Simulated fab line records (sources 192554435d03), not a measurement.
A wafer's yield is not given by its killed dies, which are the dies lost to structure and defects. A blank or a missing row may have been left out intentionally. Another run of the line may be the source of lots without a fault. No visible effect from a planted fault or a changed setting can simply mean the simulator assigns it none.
Chamber matching ; flow n5Finfet ; N5_BEOL_M7_DESCUM_16 on rieDiel-02 has 4 sister chambers
The step chemistry O2, time 7.9 s. 4 wafers are shown with their chamber, then 7 later ones without.

EACH WAFER AND ITS CHAMBER
wafer;chamber;showerheadPlenumPTorr (Torr)
L086.2;0;2.11
L089.4;3;2.21
L092.2;2;2.17
L092.4;1;2.10

WAFERS WITHOUT THEIR CHAMBER
wafer;showerheadPlenumPTorr (Torr)
L092.5;2.17
L093.2;2.10
L093.4;2.20
L093.6;2.10
L097.1;2.10
L097.3;2.09
L097.6;2.20

EACH ONE'S CHAMBER
wafer;from the rows above;in truth
L092.5;2;2
L093.2;can't be placed: 1 or 0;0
L093.4;3;3
L093.6;can't be placed: 1 or 0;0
L097.1;can't be placed: 1 or 0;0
L097.3;can't be placed: 1 or 0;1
L097.6;3;3
3 of 7 placed correctly. Unplaceable from these rows: 4, with the true chamber sitting among the candidates in 4. Wrongly placed: 0.
How it was worked out, from the rows above alone: a wafer's distance from a chamber is the root of the sum, over the readings, of the square of ((its reading less the chamber's mean) divided by the reading's scatter). The wafer belongs to the nearest chamber; if the next one is less than 2 further off, it can't be placed. For every chamber, the mean is computed from those of its wafers that are shown. The scatter: root of mean squared gap, hidden wafer to nearest shown wafer, with one shown wafer a chamber.
